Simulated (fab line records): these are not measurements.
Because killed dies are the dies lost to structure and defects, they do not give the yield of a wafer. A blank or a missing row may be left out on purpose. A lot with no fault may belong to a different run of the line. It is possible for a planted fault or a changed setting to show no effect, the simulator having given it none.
fab line records    flow n5-finfet
record lots=4  wafers=12  last-day=17
route steps=1938 shown BEOL_M0@746 BEOL_M1@751 BEOL_M4@1111 PASSIVATION@1936
lots with no fault: from the same line, run without faults
start-h: start of the lot's first displayed wafer, in hours after the record's first day    wait-h: hours elapsed since this lot's preceding step    " repeats the value in the row above    L1.1+2: one row covering several wafers at once    - no value, or no start given    * or withheld: withheld    < > ~ a bound
route shown NAME@n: names a module that has steps shown in the file, with the first one's number in the route    usual: mean and standard deviation over wafers with no fault    same: alike in all rows    chamber/n: place in a boat    sites: the reading at each site    _std_site: the standard deviation of these    _edge_site: the outer-site mean with the inner-site mean subtracted    radius-mm: for every site, how far away it sits from the centre of the wafer    mask NAME#n: copy n    behind: the tool/chamber that last shaped the wafer    hold: reason for holding the lot/hours on hold/outcome of the hold    device: names the non-switching transistor (n, p or np)    end of line: tests run on the same wafers once the route is complete    a step with no rows: only its recipe    killed: count of dies lost to structure and defects at first sort (not the wafer's yield)    map: dies across one wafer; x = killed, . = not, _ = none there
set.NAME: setting as actually run; set.NAME@STEP: the setting as run at that earlier step    model.NAME: the simulator's own value behind a step, which no gauge read
lots at selected steps of the route; one table per step, one row per wafer
services: from which hour (start-h, from the record's first day; less than 0 if before it) a tool's chamber was out of use, for how many hours, and why
## steps
# step N5_BEOL_M0_CO_CAP_123
# recipe material=Co  target-thk-a=20  temp-c=200  precursor=CCTBA/H2  pressure-torr=30  time-s=102.1
# step N5_BEOL_M0_PRE_CLEAN_124
# recipe gas=NH3  time-s=15  temp-c=withheld  rf-power-w=300
# step N5_BEOL_M0_DEP_125
# recipe material=SiCN  target-thk-a=80  temp-c=withheld  precursor=3MS/NH3  pressure-torr=3  rf-w=202  time-s=14
# step N5_BEOL_M1_ILD_DEP_00
# recipe material=SiOC  target-thk-a=790  temp-c=350  precursor=DEMS/O2  pressure-torr=5  rf-w=500  time-s=15.3
# step N5_BEOL_M1_PECVD_72
# recipe material=SiO2  target-thk-a=160  temp-c=400  precursor=TEOS/O2  pressure-torr=5.5  rf-w=450  teos-flow-sccm=53.8  gas=O2  flow-sccm=3000  time-s=18
# step N5_BEOL_M1_HM_DEP_02
# recipe material=TiN  target-thk-a=200  temp-c=25  chamber-pressure-pa=0.49996
# step N5_BEOL_M1_COAT_61
# recipe resist=SOC  temp-c=250  time-s=60  spin-rpm=1500  resist-thk-nm=60
# step N5_BEOL_M1_COAT_62
# recipe resist=SiARC  temp-c=220  time-s=60  spin-rpm=1500  resist-thk-nm=12
# step N5_BEOL_M1_COAT_73
# recipe resist=underlayer  temp-c=205  time-s=60  spin-rpm=1500  resist-thk-nm=5
# step N5_BEOL_M1_COAT_05
# recipe resist=CAR-EUV  spin-rpm=1500  resist-thk-nm=30
# usual spin-speed-rpm=1500.2/1.1
lot.wafer  tool            chamber  start-h  wait-h  spin-speed-rpm  model.CAR-EUV_of_BEOL_M1_COAT_05.thk-nm
L911.2     litho-track-03  0        129.44   -       1498.9          30
L911.3     "               0        "        "       1500.5          30
L911.5     "               0        "        "       1499.7          30
L916.1     litho-track-03  0        158.18   -       1421.0          30.8
L916.4     "               0        "        "       1421.5          30.8
L916.5     "               0        "        "       1423.7          30.8
L917.1     litho-track-03  0        168.63   -       1420.5          31
L917.3     "               0        "        "       1421.4          30.8
L917.4     "               0        "        "       1423.5          30.8
L932.1     litho-track-01  0        251.66   -       1498.9          30.2
L932.2     "               0        "        "       1499.6          30
L932.3     "               0        "        "       1500.4          30
# step N5_BEOL_M1_EBR_07
# recipe solvent=PGMEA  ebr-width-mm=1.5
# step N5_BEOL_M1_SOFTBAKE_06
# recipe temp-c=110  time-s=60  resist=CAR-EUV
# step N5_BEOL_M1_EXPOSE_08
# recipe mask-id=M1  na=0.33  source-shape=dipole  sigma-inner=0.369  sigma-outer=0.767  polarization=unpolarized  dose-mj=33
# step N5_BEOL_M1_PEB_09
# recipe peb-temp-c=100  peb-time-s=60  resist=CAR-EUV
# step N5_BEOL_M1_DEVELOP_10
# recipe develop-time-s=30  developer=TMAH  resist=CAR-EUV  rinse-liquid=surfactant-rinse  dry=air-spin  dev-temp-c=23
# step N5_BEOL_M1_DESCUM_16
# recipe chemistry=O2  time-s=7  source-power-w=50  bias-power-w=20  pressure-mtorr=20  rf-frequency-hz=2.712e+07  temp-c=40  resist=CAR-EUV  o2-flow-sccm=225
# step N5_BEOL_M1_ETCH_74
# recipe chemistry=N2/H2  target=underlayer  target-depth-a=65  mask-material=CAR-EUV  time-s=5.2  ion-energy-ev=200  pressure-mtorr=30  source-w=840  bias-w=150  n2-flow-sccm=200  h2-flow-sccm=200  ends=cleared
# step N5_BEOL_M1_ETCH_63
# recipe chemistry=CF4  target=SiARC  target-depth-a=156  mask-material=CAR-EUV  time-s=26  ion-energy-ev=80  pressure-mtorr=40  source-w=545  bias-w=36  Ar_flow_sccm=100  cf4-flow-sccm=100  ends=cleared
# usual drypump-motor-current-A=5.5/0.36  etch-rf-on-time-s=25.8/0.85  mfc-ar-sccm=99.9/0.32  oes-product-au=0.65/0.071  rf-fwd-power-W=531.7/1.9  rf-vpp-V=184.2/1.1  showerhead-plenum-p-Torr=2.15/0.048  throttle-valve-pct=15.72/0.29
lot.wafer  tool         chamber  start-h  wait-h  drypump-motor-current-A  etch-rf-on-time-s  mfc-ar-sccm  oes-product-au  rf-fwd-power-W  rf-hours-counter-h  rf-vpp-V  showerhead-plenum-p-Torr  throttle-valve-pct  model.CAR-EUV_of_BEOL_M1_COAT_05.thk-nm
L911.2     rie-diel-06  2        130.42   0.0     5.0                      24.5               99.6         0.77            529.8           48                  183.3     2.15                      15.37               11.2
L911.3     "            3        "        "       4.9                      25.0               99.3         0.62            533.5           206                 183.8     2.07                      16.28               11.2
L911.5     "            2        "        "       5.0                      24.8               99.4         0.77            532.8           -                   185.5     2.15                      15.37               11
L916.1     rie-diel-02  0        158.94   0.0     5.8                      26.9               100.1        0.75            531.8           33                  184.1     2.19                      15.54               12
L916.4     "            2        "        "       5.6                      27.0               99.9         0.59            529.5           240                 184.7     2.17                      15.56               12
L916.5     "            3        "        "       5.8                      26.7               100.4        0.60            530.6           -                   184.0     2.10                      15.89               12
L917.1     rie-diel-06  1        169.18   0.0     5.9                      24.7               100.0        0.61            531.3           212                 185.0     2.21                      15.88               12
L917.3     "            0        "        "       5.3                      24.4               99.7         0.65            528.1           156                 182.6     2.22                      15.46               11.8
L917.4     "            2        "        "       5.0                      24.6               99.8         0.76            532.7           57                  184.4     2.15                      15.38               12
L932.1     rie-diel-06  3        252.24   0.0     4.9                      25.2               99.3         0.59            534.2           242                 182.3     2.05                      16.35               11.2
L932.2     "            2        "        "       5.1                      24.6               100.4        0.73            531.7           82                  184.6     2.14                      15.44               11
L932.3     "            0        "        "       5.3                      24.3               100.1        0.64            532.5           179                 185.7     2.21                      15.50               11
# step N5_BEOL_M1_ETCH_64
# recipe chemistry=N2/H2  target=SOC  target-depth-a=750  overetch-a=150  mask-material=SiARC  temp-c=40  time-s=112.5  ion-energy-ev=200  pressure-mtorr=30  source-w=840  bias-w=150  n2-flow-sccm=200  h2-flow-sccm=200
# step N5_BEOL_M4_RC_MEAS_101
# usual DIBL_N=36.0/2  DIBL_P=35.9/2.5  IOFF_N=0.16/0.038  IOFF_P=0.21/0.04  ION_N=675/14  ION_P=462/9.4  SS_N=71.5/0.75  SS_P=73.2/0.74  VT_N=250/3.9  VT_P=-251/3.2
lot.wafer  tool       chamber  start-h  wait-h  DIBL_N[mV/V]  DIBL_P[mV/V]  IOFF_N[nA/um]  IOFF_P[nA/um]  ION_N[uA/um]  ION_P[uA/um]  SS_N[mV/dec]  SS_P[mV/dec]  VT_N[mV]  VT_P[mV]
L911.2     prober-01  0        163.85   0.2     35.3          33.3          0.17           0.21           670           460           70.8          73.4          247       -247
L911.3     "          0        "        "       36.4          33.8          0.18           0.21           686           460           72.1          73.5          247       -248
L911.5     "          0        "        "       33.5          31.9          0.14           0.18           663           461           71.0          72.3          246       -249
L916.1     prober-02  0        199.85   0.0     36.3          36.2          0.17           0.21           686           462           71.1          73.6          248       -251
L916.4     "          0        "        "       35.0          35.9          0.14           0.20           672           462           71.0          73.0          252       -249
L916.5     "          0        "        "       36.6          36.7          0.18           0.23           703           480           71.3          73.7          249       -248
L917.1     prober-01  0        205.11   0.0     34.7          34.0          0.14           0.18           673           457           71.0          72.8          251       -253
L917.3     "          0        "        "       35.7          36.6          0.17           0.24           671           457           71.6          72.9          246       -248
L917.4     "          0        "        "       34.7          33.8          0.14           0.19           677           472           71.2          73.2          250       -252
L932.1     prober-01  0        300.77   0.0     32.7          31.4          0.10           0.14           658           453           71.3          71.8          255       -255
L932.2     "          0        "        "       33.0          31.8          0.11           0.14           659           458           70.3          71.8          255       -257
L932.3     "          0        "        "       37.0          37.5          0.14           0.20           673           463           71.5          73.6          252       -252
# step N5_PASSIVATION_PROBE_49
# usual defect-limited-yield=91.3/1.5  killed_at_M0_to_M3=33/12  killed_at_M4_up=15/5.2  killed-at-contacts=12/5.1  killed-at-front-end=39/11  killed-at-other=5/3.6  killed-dies=103/18  killed-on-rim=14/4.3  killed-open=67/13  killed-short=33/7.8  sort_bin_5_function=5.1/0.96  sort_bin_6_memory=3.2/0.71  sort-n-pass=1077/18  sort-yield-pct=91.3/1.5
# same gross-dies=1180  killed-at-back-side=0  sort_bin_4_leakage[%]=0  sort_bin_8_speed[%]=0
lot.wafer  tool       chamber  start-h  wait-h  defect-limited-yield[%]  killed_at_M0_to_M3  killed_at_M4_up  killed-at-contacts  killed-at-front-end  killed-at-other  killed-dies  killed-on-rim  killed-open  killed-short  sort_bin_5_function[%]  sort_bin_6_memory[%]  sort-n-pass  sort-yield-pct[%]
L917.1     prober-02  -        300.51   0.0     88.2                     47                  20               22                  44                   6                139          22             81           58            7.5                     3.7                   1041         88.2
L917.3     prober-02  -        300.61   0.1     91.4                     38                  12               16                  29                   7                102          13             62           37            5.1                     3.3                   1078         91.4
L917.4     prober-02  -        300.66   0.2     93.5                     29                  13               8                   21                   6                77           5              50           27            3.7                     2.5                   1103         93.5
# killed by level:class
L917.1 FIN_SAQP:geometric-particle:short=18 MOL_CONTACT_COAG:geometric-particle:open=16 BEOL_M0_SAQP:geometric-particle:short=15 BEOL_M0_SAQP:geometric-particle:open=11 BEOL_M3:geometric-particle:open=8 MOL_CONTACT_COAG:geometric-particle:short=6 BEOL_M2:geometric-particle:open=6 BEOL_M5:geometric-particle:open=5
L917.3 MOL_CONTACT_COAG:geometric-particle:open=11 BEOL_M0_SAQP:geometric-particle:open=11 BEOL_M0_SAQP:geometric-particle:short=10 BEOL_M3:geometric-particle:open=8 FIN_SAQP:geometric-particle:short=7 MOL_CONTACT_COAG:geometric-particle:short=5 FIN_SAQP:geometric-particle:open=4 STI_FIN_REVEAL:geometric-particle:open=4
L917.4 BEOL_M0_SAQP:geometric-particle:short=11 MOL_CONTACT_COAG:geometric-particle:open=8 BEOL_M0_SAQP:geometric-particle:open=8 BEOL_M4:geometric-particle:open=7 FIN_SAQP:geometric-particle:short=6 BEOL_M3:geometric-particle:open=6 FIN_SAQP:geometric-particle:open=4 MIM_TOP_ETCH:geometric-particle:open=3
## services
tool            chamber  start-h  hours  kind
rie-diel-06     1        127.09   2.5    repair
rie-diel-06     2        139.56   7.7    repair
litho-track-03  -        160.86   -      consumable-replace:filter
rie-diel-02     1        178.83   7.1    repair
rie-diel-02     2        196.07   -      clean
rie-diel-02     2        196.07   -      consumable-replace:focus-ring
rie-diel-02     2        196.07   16.8   scheduled-down
rie-diel-02     2        196.07   16.8   vent-cycle
rie-diel-02     3        236.85   -      clean
rie-diel-02     3        236.85   -      consumable-replace:focus-ring
rie-diel-02     3        236.85   19.3   scheduled-down
rie-diel-02     3        236.85   19.3   vent-cycle
## key
first-sign step=N5_BEOL_M1_COAT_05  reading=spin-speed-rpm  direction=down  sigmas=74  usual=*  struck=*
effect none on later readings
model-effect step=N5_BEOL_M1_COAT_05  value=CAR-EUV_of_BEOL_M1_COAT_05.thk-nm  without=30  struck=30.83
model-effect step=N5_BEOL_M1_ETCH_63  value=CAR-EUV_of_BEOL_M1_COAT_05.thk-nm  without=11.13  struck=11.97
met-at N5_BEOL_M1_COAT_05
struck-wafers L916.1,L916.4,L916.5,L917.1,L917.3,L917.4
onset-between 129.44 158.18
fault kind=process-parameter-drift  tool=litho-track-03  chamber=-  onset-h=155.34  steps=N5_BEOL_M1_COAT_05  channel=spin-rpm  offset=*  shape=step  end-h=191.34  acts-in=*  stated=*
